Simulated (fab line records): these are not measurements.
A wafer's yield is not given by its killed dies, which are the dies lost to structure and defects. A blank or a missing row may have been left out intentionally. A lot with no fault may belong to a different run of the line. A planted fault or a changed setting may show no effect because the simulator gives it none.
Matching of chambers / flow nand-harc / NHARC_A_STAIRCASE_ETCH_253 on rie-diel-04 has 4 sister chambers
The step etches the open film in C4F8/O2, target depth 50 nm, time 20.2 s. 24 wafers are shown with their chamber, then 12 later ones without.

## WAFERS PAIRED WITH THEIR CHAMBERS
wafer=L077.1; chamber=3; rf-vpp-V (V)=898; oes-product-au (a.u.)=0.959
wafer=L077.4; chamber=2; rf-vpp-V (V)=896; oes-product-au (a.u.)=0.950
wafer=L077.6; chamber=2; rf-vpp-V (V)=895; oes-product-au (a.u.)=0.957
wafer=L080.2; chamber=3; rf-vpp-V (V)=897; oes-product-au (a.u.)=0.962
wafer=L080.3; chamber=2; rf-vpp-V (V)=895; oes-product-au (a.u.)=0.972
wafer=L080.4; chamber=2; rf-vpp-V (V)=898; oes-product-au (a.u.)=0.964
wafer=L083.1; chamber=0; rf-vpp-V (V)=900; oes-product-au (a.u.)=0.982
wafer=L083.2; chamber=2; rf-vpp-V (V)=895; oes-product-au (a.u.)=0.963
wafer=L083.3; chamber=3; rf-vpp-V (V)=898; oes-product-au (a.u.)=0.967
wafer=L083.4; chamber=1; rf-vpp-V (V)=887; oes-product-au (a.u.)=0.972
wafer=L083.5; chamber=0; rf-vpp-V (V)=901; oes-product-au (a.u.)=0.981
wafer=L083.6; chamber=1; rf-vpp-V (V)=889; oes-product-au (a.u.)=0.976
wafer=L085.2; chamber=0; rf-vpp-V (V)=899; oes-product-au (a.u.)=0.964
wafer=L085.3; chamber=1; rf-vpp-V (V)=889; oes-product-au (a.u.)=0.985
wafer=L085.4; chamber=2; rf-vpp-V (V)=894; oes-product-au (a.u.)=0.972
wafer=L084.4; chamber=1; rf-vpp-V (V)=889; oes-product-au (a.u.)=0.969
wafer=L084.5; chamber=1; rf-vpp-V (V)=889; oes-product-au (a.u.)=0.966
wafer=L084.6; chamber=2; rf-vpp-V (V)=895; oes-product-au (a.u.)=0.958
wafer=L086.1; chamber=0; rf-vpp-V (V)=900; oes-product-au (a.u.)=0.959
wafer=L086.2; chamber=1; rf-vpp-V (V)=889; oes-product-au (a.u.)=0.953
wafer=L086.4; chamber=2; rf-vpp-V (V)=895; oes-product-au (a.u.)=0.959
wafer=L087.1; chamber=2; rf-vpp-V (V)=896; oes-product-au (a.u.)=0.935
wafer=L087.4; chamber=0; rf-vpp-V (V)=900; oes-product-au (a.u.)=0.934
wafer=L087.5; chamber=0; rf-vpp-V (V)=900; oes-product-au (a.u.)=0.942

SIGNATURES (means of the wafers above)
reading=rf-vpp-V; chamber 0=900.00; chamber 1=888.67; chamber 2=895.44; chamber 3=897.67; scatter within a chamber=0.901
reading=oes-product-au; chamber 0=0.96033; chamber 1=0.97017; chamber 2=0.95889; chamber 3=0.96267; scatter within a chamber=0.0134
Rule: for a wafer and a chamber, the distance is found by dividing, reading by reading, the gap between the wafer's reading and the chamber's mean by the reading's scatter, squaring, summing and taking the root. The wafer belongs to the nearest chamber; if the next one is less than 2 further off, it can't be placed. The scatter is the square root of a quotient: the sum, over the shown wafers, of each reading's squared deviation from its chamber's mean, divided by wafers minus chambers.

## WAFERS MISSING THEIR CHAMBER
wafer=L089.3; rf-vpp-V (V)=901; oes-product-au (a.u.)=0.946
wafer=L089.4; rf-vpp-V (V)=896; oes-product-au (a.u.)=0.958
wafer=L089.5; rf-vpp-V (V)=899; oes-product-au (a.u.)=0.948
wafer=L088.2; rf-vpp-V (V)=894; oes-product-au (a.u.)=0.953
wafer=L088.3; rf-vpp-V (V)=888; oes-product-au (a.u.)=0.963
wafer=L088.4; rf-vpp-V (V)=899; oes-product-au (a.u.)=0.973
wafer=L091.1; rf-vpp-V (V)=887; oes-product-au (a.u.)=0.938
wafer=L091.3; rf-vpp-V (V)=901; oes-product-au (a.u.)=0.935
wafer=L091.4; rf-vpp-V (V)=897; oes-product-au (a.u.)=0.933
wafer=L093.1; rf-vpp-V (V)=900; oes-product-au (a.u.)=0.949
wafer=L093.4; rf-vpp-V (V)=894; oes-product-au (a.u.)=0.935
wafer=L093.6; rf-vpp-V (V)=897; oes-product-au (a.u.)=0.946

## EACH ONE'S CHAMBER
wafer=L089.3; from the rows above=0; in truth=0
wafer=L089.4; from the rows above=can't be placed: 2 or 3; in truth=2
wafer=L089.5; from the rows above=can't be placed: 0 or 3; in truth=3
wafer=L088.2; from the rows above=2; in truth=2
wafer=L088.3; from the rows above=1; in truth=1
wafer=L088.4; from the rows above=can't be placed: 0 or 3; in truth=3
wafer=L091.1; from the rows above=1; in truth=1
wafer=L091.3; from the rows above=0; in truth=0
wafer=L091.4; from the rows above=can't be placed: 3 or 2 or 0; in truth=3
wafer=L093.1; from the rows above=can't be placed: 0 or 3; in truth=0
wafer=L093.4; from the rows above=2; in truth=2
wafer=L093.6; from the rows above=can't be placed: 3 or 2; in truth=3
6 of 12 placed correctly. These rows do not allow placing 6 (true chamber among the candidates in 6). 0 placed wrongly.
